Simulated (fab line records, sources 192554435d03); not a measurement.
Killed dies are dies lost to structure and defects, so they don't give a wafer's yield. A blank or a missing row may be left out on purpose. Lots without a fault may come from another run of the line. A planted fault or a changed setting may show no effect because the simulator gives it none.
fab line records | flow n5_finfet
record lots=3 wafers=9 last_day=18
route steps=1938 shown BEOL_M2@919 BEOL_M3@931 BEOL_M4@1111
lots that met no fault: from a run of the same line without faults
start_h: hours from the record's first day to the start of the lot's first wafer shown | wait_h: hours since the lot's step before | " the same as in the row above | L1.1+2: a row that stands for several wafers | - no value, or no start given | * or withheld: withheld | < > ~ a bound
route shown NAME@n: a module of which the file shows steps, and the number in the route of the first | usual: mean/standard deviation of fault-free wafers | same: alike in all rows | chamber/n: place in a boat | sites: the reading at each site | _std_site: their standard deviation | _edge_site: outer sites' mean less inner sites' | radius_mm: how far each site lies from the wafer's centre | mask NAME#n: copy n | behind: the tool/chamber that last shaped the wafer | hold: why the lot was held/for how many hours/how that ended | device: the transistor (n, p or np) that didn't switch | end of line: the same wafers' tests at the end of the route | a step without rows: its recipe alone | killed: dies lost to structure and defects at the first sort, not the wafer's yield | map: a wafer's dies, x killed, . not, _ none there
set.NAME: the setting as run; set.NAME@STEP: as run at that earlier step | model.NAME: the simulator's own value behind a step, which no gauge read
lots at some steps of the route; a table a step, a row a wafer
services: from which hour (start_h, from the record's first day; less than 0 if before it) a tool's chamber was out of use, for how many hours, and why
## steps
# step N5_BEOL_M2_ANNEAL_95
# recipe temp_c=400 time_s=240 ambient=vacuum
# step N5_BEOL_M2_SPUTTER_96
# recipe material=Cu target_thk_a=45 temp_c=-20 chamber_pressure_pa=0.07 power_w=withheld time_s=8.29
# step N5_BEOL_M2_ECD_50
# recipe material=Cu target_thk_a=3000
# step N5_BEOL_M2_ANNEAL_51
# recipe temp_c=225 time_s=90 ambient=N2
# step N5_BEOL_M2_CMP_52
# recipe stop_on=SiOC t_overpolish_s=6.8 down_force_psi=1 platen_rpm=50 clearing_platen_down_force_psi=1.5 clearing_platen_rpm=50 post_cmp_clean=cu_alkaline target_thk_nm=40 clearing_platen_pad_velocity_m_s=0.99484 pad_velocity_m_s=0.99484
# step N5_BEOL_M2_PRE_CLEAN_60
# recipe gas=NH3/H2 time_s=15 temp_c=* rf_power_w=300
# step N5_BEOL_M2_CO_CAP_55
# recipe material=Co target_thk_a=20 temp_c=200 precursor=CCTBA/H2 pressure_torr=30 time_s=102.1
# step N5_BEOL_M2_PRE_CLEAN_56
# recipe gas=NH3 time_s=15 temp_c=withheld rf_power_w=300
# step N5_BEOL_M2_DEP_57
# recipe material=SiCN target_thk_a=80 temp_c=withheld precursor=3MS/NH3 pressure_torr=3 rf_w=202 time_s=14
# step N5_BEOL_M3_ILD_DEP_00
# recipe material=SiOC target_thk_a=790 temp_c=350 precursor=DEMS/O2 pressure_torr=5 rf_w=500 time_s=15.3
# usual heater_power_w=510/56 showerhead_plenum_p_Torr=5.703/0.015 throttle_valve_pct=11.4/0.4
# columns lot.wafer tool chamber start_h wait_h heater_power_w showerhead_plenum_p_Torr since_wet_clean_h throttle_valve_pct model.SiOC_of_BEOL_M3_ILD_DEP_00.thk_nm
L258.3 pecvd-01 1 183.56 0.0 614 5.699 1794 11.5 73
L258.4 " 0 " " 475 5.711 - 11.6 79.8
L258.6 " 1 " " 616 5.717 - 12.1 81
L273.2 pecvd-04 0 257.42 0.0 659 5.685 62 11.3 77.4
L273.4 " 0 " " 655 5.690 - 11.3 79
L273.5 " 2 " " 447 5.678 - 10.8 78.8
L276.2 pecvd-01 2 285.66 0.0 478 5.722 324 10.9 79.2
L276.4 " 2 " " 486 5.722 - 11.0 80.8
L276.6 " 1 " " 574 5.682 - 12.1 81.2
# step N5_BEOL_M3_THK_MEAS_01
# recipe reads=SiOC_of_BEOL_M3_ILD_DEP_00
# usual M3_ILD_THK=79.0/1.1
# columns lot.wafer tool chamber start_h wait_h M3_ILD_THK[nm]
L258.3 film_metro-02 - 183.65 0.1 73.0
L258.4 " - " " 79.8
L258.6 " - " " 81.0
L273.2 film_metro-01 - 257.48 0.1 77.4
L273.4 " - " " 79.0
L273.5 " - " " 78.7
L276.2 film_metro-02 - 285.73 0.1 79.2
L276.4 " - " " 80.8
L276.6 " - " " 81.3
# step N5_BEOL_M3_PECVD_72
# recipe material=SiO2 target_thk_a=160 temp_c=400 precursor=TEOS/O2 pressure_torr=5.5 rf_w=450 teos_flow_sccm=53.8 gas=O2 flow_sccm=3000 time_s=18
# step N5_BEOL_M3_HM_DEP_02
# recipe material=TiN target_thk_a=200 temp_c=25 chamber_pressure_pa=0.49996
# step N5_BEOL_M3_COAT_61
# recipe resist=SOC temp_c=250 time_s=60 spin_rpm=1500 resist_thk_nm=60
# step N5_BEOL_M3_COAT_62
# recipe resist=SiARC temp_c=220 time_s=60 spin_rpm=1500 resist_thk_nm=12
# step N5_BEOL_M3_COAT_73
# recipe resist=underlayer temp_c=205 time_s=60 spin_rpm=1500 resist_thk_nm=5
# step N5_BEOL_M3_COAT_05
# recipe resist=CAR-EUV spin_rpm=1500 resist_thk_nm=30
# step N5_BEOL_M3_EBR_07
# recipe solvent=PGMEA ebr_width_mm=1.5
# step N5_BEOL_M3_SOFTBAKE_06
# recipe temp_c=110 time_s=60 resist=CAR-EUV
# step N5_BEOL_M3_EXPOSE_08
# recipe mask_id=M3 na=0.33 source_shape=dipole sigma_inner=0.369 sigma_outer=0.767 polarization=unpolarized dose_mj=33
# step N5_BEOL_M3_PEB_09
# recipe peb_temp_c=100 peb_time_s=60 resist=CAR-EUV
# step N5_BEOL_M3_DEVELOP_10
# recipe develop_time_s=30 developer=TMAH resist=CAR-EUV rinse_liquid=surfactant_rinse dry=air_spin dev_temp_c=23
# step N5_BEOL_M3_DESCUM_16
# recipe chemistry=O2 time_s=7 source_power_w=50 bias_power_w=20 pressure_mtorr=20 rf_frequency_hz=2.712e+07 temp_c=40 resist=CAR-EUV o2_flow_sccm=225
# step N5_BEOL_M3_ETCH_74
# recipe chemistry=N2/H2 target=underlayer target_depth_a=65 mask_material=CAR-EUV time_s=5.2 ion_energy_ev=200 pressure_mtorr=30 source_w=840 bias_w=150 n2_flow_sccm=200 h2_flow_sccm=200 ends=cleared
# step N5_BEOL_M3_ETCH_63
# recipe chemistry=CF4 target=SiARC target_depth_a=156 mask_material=CAR-EUV time_s=26 ion_energy_ev=80 pressure_mtorr=40 source_w=545 bias_w=36 Ar_flow_sccm=100 cf4_flow_sccm=100 ends=cleared
# step N5_BEOL_M3_ETCH_64
# recipe chemistry=N2/H2 target=SOC target_depth_a=750 overetch_a=150 mask_material=SiARC temp_c=40 time_s=112.5 ion_energy_ev=200 pressure_mtorr=30 source_w=840 bias_w=150 n2_flow_sccm=200 h2_flow_sccm=200
# step N5_BEOL_M3_STRIP_65
# recipe chemistry=N2/H2 temp_c=40 n2_flow_sccm=200 h2_flow_sccm=200 rf_frequency_hz=6e+07
# step N5_BEOL_M3_STRIP_75
# recipe chemistry=N2/H2 temp_c=40 n2_flow_sccm=200 h2_flow_sccm=200 rf_frequency_hz=6e+07
# step N5_BEOL_M3_STRIP_66
# recipe chemistry=CF4 resist=SiARC power_w=300 bias_power_w=75 pressure_mtorr=50 cf4_flow_sccm=150 rf_frequency_hz=6e+07
# step N5_BEOL_M3_HM_OPEN_17
# recipe chemistry=Cl2/BCl3 target_depth_a=200 overetch_a=60 target=TiN mask_material=SOC ion_energy_ev=150 pressure_mtorr=10 icp_w=1000 bias_w=126 Cl2_flow_sccm=53.25 bcl3_flow_sccm=21.75 Ar_flow_sccm=25
# step N5_BEOL_M3_STRIP_19
# recipe chemistry=O2 power_w=400 temp_c=40 pressure_mtorr=30 rf_frequency_hz=6e+07 bias_power_w=0 overash_fraction=0.2 o2_flow_sccm=225
# step N5_BEOL_M3_COAT_67
# recipe resist=SOC temp_c=250 time_s=60 spin_rpm=1500 resist_thk_nm=60
# step N5_BEOL_M3_COAT_68
# recipe resist=SiARC temp_c=220 time_s=60 spin_rpm=1500 resist_thk_nm=12
# step N5_BEOL_M3_COAT_76
# recipe resist=underlayer temp_c=205 time_s=60 spin_rpm=1500 resist_thk_nm=5
# step N5_BEOL_M3_COAT_22
# recipe resist=CAR-EUV spin_rpm=1500 resist_thk_nm=30
# step N5_BEOL_M3_CMP_52
# recipe stop_on=SiOC t_overpolish_s=6.8 down_force_psi=1 platen_rpm=50 clearing_platen_down_force_psi=1.5 clearing_platen_rpm=50 post_cmp_clean=cu_alkaline target_thk_nm=40 clearing_platen_pad_velocity_m_s=0.99484 pad_velocity_m_s=0.99484
# usual clearing_platen_down_force_psi=1.500/0.0031 motor_current_A=5.7/0.41 slurry_flow_ml_min=150.0/0.47
# columns lot.wafer tool chamber start_h wait_h clearing_platen_down_force_psi motor_current_A slurry_flow_ml_min model.SiOC_of_BEOL_M3_ILD_DEP_00.thk_nm model.Cu_of_BEOL_M3_ECD_50.thk_nm
L258.4 cmp-01 0 193.24 0.1 1.497 5.7 149.6 76.8 40.8
L258.3 " 3 " " 1.498 4.9 149.7 70 33.2
L258.6 " 1 " " 1.496 5.8 150.4 78 41.2
L273.4 cmp-03 0 269.02 0.1 1.496 6.0 149.2 76 41.4
L273.2 " 3 " " 1.498 6.3 149.7 74.4 39.8
L273.5 " 1 " " 1.497 5.3 150.4 75.8 41
L276.2 cmp-04 3 304.52 0.2 1.502 5.3 151.1 76.2 39.6
L276.4 " 0 " " 1.500 5.9 150.7 77.8 41.4
L276.6 " 3 " " 1.501 5.6 150.7 78.2 41.4
# step N5_BEOL_M4_RC_MEAS_101
# usual DIBL_N=35.8/1.6 DIBL_P=36.0/1.9 IOFF_N=0.151/0.029 IOFF_P=0.21/0.037 ION_N=673/12 ION_P=463/7.3 SS_N=71.5/0.58 SS_P=73.2/0.61 VT_N=251/3.3 VT_P=-250/3.3
# columns lot.wafer tool chamber start_h wait_h DIBL_N[mV/V] DIBL_P[mV/V] IOFF_N[nA/um] IOFF_P[nA/um] ION_N[uA/um] ION_P[uA/um] SS_N[mV/dec] SS_P[mV/dec] VT_N[mV] VT_P[mV]
L258.3 prober-02 0 209.02 0.3 37.5 37.6 0.156 0.22 670 465 71.6 73.0 248 -250
L258.4 " 0 " " 35.1 34.3 0.117 0.18 663 454 70.5 72.3 253 -250
L258.6 " 0 " " 38.4 38.3 0.168 0.24 686 472 71.8 73.1 250 -248
L273.2 prober-02 0 284.94 0.2 35.2 35.5 0.154 0.21 680 467 71.5 73.6 251 -250
L273.4 " 0 " " 35.4 36.3 0.158 0.23 678 465 71.0 73.0 247 -247
L273.5 " 0 " " 34.0 34.2 0.125 0.19 655 453 71.7 73.3 251 -252
L276.2 prober-02 0 314.35 0.2 34.0 33.1 0.109 0.16 654 455 71.3 72.6 255 -255
L276.4 " 0 " " 35.1 34.7 0.127 0.18 667 461 71.6 73.5 254 -255
L276.6 " 0 " " 35.0 35.0 0.129 0.18 665 455 71.3 72.5 253 -254
## services
# columns tool chamber start_h hours kind
cmp-03 - 165.20 3.8 pm
pecvd-04 0 166.05 - clean
pecvd-04 0 166.05 29.5 scheduled_down
pecvd-04 0 166.05 29.5 vent_cycle
cmp-01 - 174.35 9.1 pm
cmp-04 - 199.73 4.0 pm
pecvd-04 2 202.38 - clean
pecvd-04 2 202.38 - consumable_replace:showerhead
pecvd-04 2 202.38 29.0 scheduled_down
pecvd-04 2 202.38 29.0 vent_cycle
cmp-04 - 203.73 - consumable_replace:conditioner
cmp-04 - 203.73 - consumable_replace:pad
cmp-04 - 204.42 1.4 repair
cmp-04 - 218.83 0.5 repair
pecvd-01 0 239.72 2.1 scheduled_down
cmp-04 - 252.53 18.1 pm
pecvd-01 - 262.81 2.8 pm
cmp-01 - 272.91 0.3 repair
cmp-03 - 290.76 4.0 pm
cmp-03 - 294.76 - consumable_replace:conditioner
cmp-03 - 294.76 - consumable_replace:pad
cmp-03 - 296.86 6.4 repair
pecvd-04 1 297.75 48.4 repair
cmp-01 - 302.68 5.5 pm
## key
first_sign step=N5_BEOL_M3_THK_MEAS_01 reading=M3_ILD_THK direction=down sigmas=5.7 usual=79.0 struck=73.0
effect none on later readings
model_effect step=N5_BEOL_M3_ILD_DEP_00 value=SiOC_of_BEOL_M3_ILD_DEP_00.thk_nm without=79.8 struck=73
model_effect step=N5_BEOL_M3_CMP_52 value=SiOC_of_BEOL_M3_ILD_DEP_00.thk_nm without=76.8 struck=70
met_at N5_BEOL_M3_ILD_DEP_00
struck_wafers L258.3
fault kind=process_parameter_drift tool=pecvd-01 chamber=- onset_h=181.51 steps=N5_BEOL_M3_ILD_DEP_00 channel=time_s offset=* shape=step end_h=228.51 scope=struck_wafers_only acts_in=* stated=*
